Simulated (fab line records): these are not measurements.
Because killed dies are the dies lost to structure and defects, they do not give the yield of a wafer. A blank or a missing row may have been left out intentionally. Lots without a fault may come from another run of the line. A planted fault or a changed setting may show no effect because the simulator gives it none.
Which tool was responsible?	flow nandHarc	11 lots, 32 wafers sampled, at 5 steps of a route of 1302

== WHAT THE GAUGES READ, wafer by wafer ==
NHARC_END_SORT_01.
lot	measured	on	killedAtArray	killedAtOther	killedAtPeriphery	killedDies	killedOpen	killedShort
L581	day 27 21:37	prober-02	70 81 57	2 2 0	4 3 3	76 86 60	1 5 5	1 0 0
L580	day 27 22:20	prober-01	465 57	0 1	5 4	470 62	5 2	3 2
L592	day 32 07:22	prober-01	23 33 27	1 0 0	0 3 3	24 36 30	3 3 5	1 5 0

== WHAT TOOL EACH LOT RAN ON (gives the tool, then ch and the chambers of the sampled wafers, and finally the start) ==
lot	NHARC_A_CHANNEL_HOLE_D2_DEP_00	NHARC_A_CHANNEL_HOLE_D2_DESCUM_15	NHARC_A_CHANNEL_HOLE_D2_ETCH_39	NHARC_A_CHANNEL_HOLE_D2_ETCH_16
L572	aclDep-03 ch 0, day 13 06:53	rieDiel-03 ch 0,2, day 13 09:36	rieDiel-03 ch 1,3, day 13 10:08 or earlier	rieDiel-03 ch 0,3, day 13 10:08
L575	aclDep-03 ch 0, day 14 05:37	rieDiel-08 ch 0,2,3, day 14 08:28	rieDiel-08 ch 0,2,3, day 14 09:02 or earlier	rieDiel-08 ch 0,2,3, day 14 09:02
L577	aclDep-03 ch 0, day 15 07:52	rieDiel-03 ch 0,1,3, day 15 09:58	rieDiel-03 ch 1,2,3, day 15 10:40 or earlier	rieDiel-03 ch 0,2,3, day 15 10:40
L579	aclDep-01 ch 0, day 16 02:03	rieDiel-08 ch 0,1, day 16 04:33	rieDiel-08 ch 0,2, day 16 05:05 or earlier	rieDiel-08 ch 2,3, day 16 05:05
L581	aclDep-03 ch 0, day 16 08:34	rieDiel-01 ch 1,3, day 16 11:17	rieDiel-01 ch 0,3, day 16 11:54 or earlier	rieDiel-01 ch 0,1,3, day 16 11:54
L580	aclDep-03 ch 0, day 16 10:47	rieDiel-03 ch 0,2, day 16 13:26	rieDiel-03 ch 1,3, day 16 14:07 or earlier	rieDiel-03 ch 0,2, day 16 14:07
L591	aclDep-03 ch 0, day 21 02:17	rieDiel-03 ch 1,2, day 21 05:07	rieDiel-03 ch 0,1,2, day 21 05:44 or earlier	rieDiel-03 ch 0,2,3, day 21 05:44
L592	aclDep-01 ch 0, day 21 10:20	rieDiel-01 ch 0,3, day 21 12:51	rieDiel-01 ch 0,1, day 21 13:29 or earlier	rieDiel-01 ch 0,1,2, day 21 13:29
L593	aclDep-02 ch 0, day 21 19:35	rieDiel-03 ch 0,1,3, day 21 22:01	rieDiel-03 ch 0,1, day 21 22:32 or earlier	rieDiel-03 ch 0,1,2, day 21 22:32
L594	aclDep-01 ch 0, day 22 09:25	rieDiel-01 ch 0,1,3, day 22 12:13	rieDiel-01 ch 1,2,3, day 22 12:44 or earlier	rieDiel-01 ch 0,1,2, day 22 12:44
L595	aclDep-02 ch 0, day 23 00:11	rieDiel-03 ch 1,2, day 23 02:43	rieDiel-03 ch 1,2, day 23 03:01	rieDiel-03 ch 1,2, day 23 03:30
- NHARC_A_CHANNEL_HOLE_D2_DEP_00: deposits aC, target thk 3100 nm.
- NHARC_A_CHANNEL_HOLE_D2_DESCUM_15: chemistry O2, time 3 s.
- NHARC_A_CHANNEL_HOLE_D2_ETCH_39: etches the open film in N2/H2, target depth 260 nm, time 325 s.
- NHARC_A_CHANNEL_HOLE_D2_ETCH_16: etches the open film in O2/COS, target depth 3100 nm, time 806 s.

== AS READ BY THE TOOLS THEMSELVES (means over the sampled wafers that have a number; for cases with no such wafer, the mark the record gives instead) ==
NHARC_A_CHANNEL_HOLE_D2_DEP_00.
lot	tool	throttleValvePct (%)
L572	aclDep-03	35.003
L575	aclDep-03	35.002
L577	aclDep-03	35.011
L579	aclDep-01	35.006
L581	aclDep-03	35.004
L580	aclDep-03	34.994
L591	aclDep-03	34.996
L592	aclDep-01	34.999
L593	aclDep-02	35.007
L594	aclDep-01	34.998
L595	aclDep-02	35.009

NHARC_A_CHANNEL_HOLE_D2_DESCUM_15.
lot	tool	chamberPressureMTorr (mTorr)	drypumpMotorCurrentA (A)	oesProductAu (a.u.)	rfVppV (V)	showerheadPlenumPTorr (Torr)	throttleValvePct (%)
L572	rieDiel-03	60.02	6.2	1.020	57.4	1.87	11.319
L575	rieDiel-08	59.98	5.2	1.009	58.1	1.98	11.307
L577	rieDiel-03	59.99	5.6	1.012	58.2	1.94	11.312
L579	rieDiel-08	59.97	5.9	0.993	58.1	1.94	11.300
L581	rieDiel-01	60.08	6.1	1.015	57.7	1.96	11.315
L580	rieDiel-03	59.97	6.2	1.010	58.3	1.88	11.311
L591	rieDiel-03	59.96	5.5	0.984	57.7	1.92	11.315
L592	rieDiel-01	60.04	5.8	1.001	58.1	1.98	11.310
L593	rieDiel-03	60.01	5.6	0.999	57.7	1.94	11.312
L594	rieDiel-01	60.06	6.0	1.004	57.4	1.98	11.310
L595	rieDiel-03	59.93	5.8	0.991	57.2	1.90	11.308

NHARC_A_CHANNEL_HOLE_D2_ETCH_39.
lot	tool	chamberPressureMTorr (mTorr)	drypumpMotorCurrentA (A)	oesProductAu (a.u.)	rfVppV (V)	runLengthS (s)	showerheadPlenumPTorr (Torr)	throttleValvePct (%)
L572	rieDiel-03	30.008	5.3	1.005	431.7	345.8	2.10	14.171
L575	rieDiel-08	30.003	5.3	1.006	432.9	346.5	2.11	14.176
L577	rieDiel-03	29.981	5.5	1.002	431.6	346.2	2.07	14.172
L579	rieDiel-08	29.992	5.1	0.995	431.9	346.5	2.09	14.169
L581	rieDiel-01	30.004	5.8	1.009	432.9	346.6	2.15	14.170
L580	rieDiel-03	29.998	5.2	1.014	432.4	346.0	2.10	14.180
L591	rieDiel-03	29.999	5.9	0.988	430.5	346.2	2.02	14.167
L592	rieDiel-01	29.995	6.0	0.998	433.9	346.7	2.14	14.178
L593	rieDiel-03	30.007	6.0	0.994	430.0	346.3	2.02	14.170
L594	rieDiel-01	29.984	5.9	1.011	431.7	346.2	2.08	14.167
L595	rieDiel-03	30.003	5.8	0.994	430.2	346.2	2.02	14.170

NHARC_A_CHANNEL_HOLE_D2_ETCH_16.
lot	tool	chamberPressureMTorr (mTorr)	drypumpMotorCurrentA (A)	oesProductAu (a.u.)	rfVppV (V)	runLengthS (s)	showerheadPlenumPTorr (Torr)	throttleValvePct (%)
L572	rieDiel-03	19.982	5.6	1.019	315.5	827.4	3.20	28.333
L575	rieDiel-08	19.986	5.2	1.009	315.5	827.4	3.22	28.330
L577	rieDiel-03	20.015	5.8	1.007	313.9	827.4	3.13	28.333
L579	rieDiel-08	20.013	5.3	1.030	316.3	827.4	3.26	28.330
L581	rieDiel-01	20.011	6.0	1.011	316.0	827.5	3.24	28.334
L580	rieDiel-03	20.015	6.2	1.014	312.5	730.5	3.06	28.337
L591	rieDiel-03	19.983	5.8	0.998	315.0	827.1	3.13	28.336
L592	rieDiel-01	19.992	5.9	1.004	315.4	827.6	3.22	28.328
L593	rieDiel-03	20.012	5.9	1.000	313.3	827.4	3.09	28.336
L594	rieDiel-01	19.981	5.9	1.006	315.3	827.6	3.22	28.332
L595	rieDiel-03	19.985	5.5	0.988	314.3	826.9	3.13	28.336

== THE ANSWER, worked out from the rows above alone ==
Rule: usual is defined by the lots themselves. Put in order of their means at a reading, lots are off if they are a third of the lots or fewer, leave a main group of 4 or more, and stand apart from it by a gap of 3 or more times the standard deviation of the main group's means; of several such gaps the widest counts. A main group whose means are all the same, to the digits that the tables above print for the reading, isn't used. Also off: a lot with no number at a reading for which 4 or more lots have one. The other lots that the step has rows for count as sound. After the gauges, taken in route order, come the tools' own readings; for these a lot's mean is taken, as printed above. At the first step where some lot is off, the reading lying furthest off is the one used; lots without a number count as furthest.
Off: L580 (NHARC_A_CHANNEL_HOLE_D2_ETCH_16, runLengthS). Main group: mean 827.4 s, sd 0.21.
A tool fits if, at that step or a process step before it, it ran every lot that is off, and no sound lot after the first of them. With no start given for some of its lots, NHARC_A_CHANNEL_HOLE_D2_ETCH_39 uses the hours and lot order of NHARC_A_CHANNEL_HOLE_D2_ETCH_16. Not one of the candidates tried fits.

== WHAT WAS PUT IN BY THE SIMULATOR ==
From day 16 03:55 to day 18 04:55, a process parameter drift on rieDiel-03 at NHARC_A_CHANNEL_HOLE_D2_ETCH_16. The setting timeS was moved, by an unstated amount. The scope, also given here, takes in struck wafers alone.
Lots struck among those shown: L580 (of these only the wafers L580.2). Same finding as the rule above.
